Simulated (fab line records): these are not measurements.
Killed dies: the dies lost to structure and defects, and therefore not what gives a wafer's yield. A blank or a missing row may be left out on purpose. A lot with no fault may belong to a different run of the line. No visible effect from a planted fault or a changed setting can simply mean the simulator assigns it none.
A single fault, viewed from 2 desks ; flow nand_harc ; each desk holds nothing but its own numbers, with what lay behind them at the end

THE DEFECT DESK
Inspection counts along the route, by lot: the mean over sampled wafers that carry a number. A lot is out of limits, marked OUT, if its mean lies more than 4 standard deviations from the usual mean; the brackets give that distance.
Columns: A = raw_defect_count at NHARC_A_SIN_REMOVE_INSPECT_04, usual 372
lot;first seen here;A
L588;day 20 17:45;294
L589;day 20 19:56;308
L590;day 21 06:21;305
L592;day 21 13:46;411
L591;day 21 21:01;349
L595;day 23 05:30;337
L599;day 24 20:51;395
L600;day 25 05:45;342
L601;day 25 23:47;431
L602;day 26 10:15;445
L608;day 28 04:47;299
L610;day 29 05:36;376
L611;day 30 08:10;379
This desk found nothing out of limits on any of the 13 lots.

FOR THE TOOL OWNER'S DESK: pecvd-04
The tool's own readings at NHARC_A_CONTACT_DEP_24 (deposits SiO2, target thk 500 nm): means of the sampled wafers that have a number, for each lot that ran on this tool. A lot is out of limits, marked OUT, if its mean lies more than 4 standard deviations from the usual mean; the brackets give that distance.
Columns: A = chamber_pressure_Torr at NHARC_A_CONTACT_DEP_24, usual 6.500 Torr; B = flow_sccm at NHARC_A_CONTACT_DEP_24, usual 2651 sccm; C = heater_power_w at NHARC_A_CONTACT_DEP_24, usual 616 W; D = throttle_valve_pct at NHARC_A_CONTACT_DEP_24, usual 15.9 %
lot;first seen here;A;B;C;D
L588;day 21 14:45;6.490;2651;561;15.5
L590;day 22 00:46;6.487;2656;578;15.6
L592;day 22 10:53;6.499;2652;516;15.1
L591;day 22 18:52;6.491;2656;501;15.4
L608;day 29 01:13;6.489;2649;574;15.7
L610;day 30 02:14;6.505;2651;600;16.1
This desk found nothing out of limits on any of the 6 lots.

PUT TOGETHER
Nothing out of limits was seen by the defect desk.
Nothing out of limits was seen by the tool owner's desk.

WHAT THE SIMULATOR PUT IN
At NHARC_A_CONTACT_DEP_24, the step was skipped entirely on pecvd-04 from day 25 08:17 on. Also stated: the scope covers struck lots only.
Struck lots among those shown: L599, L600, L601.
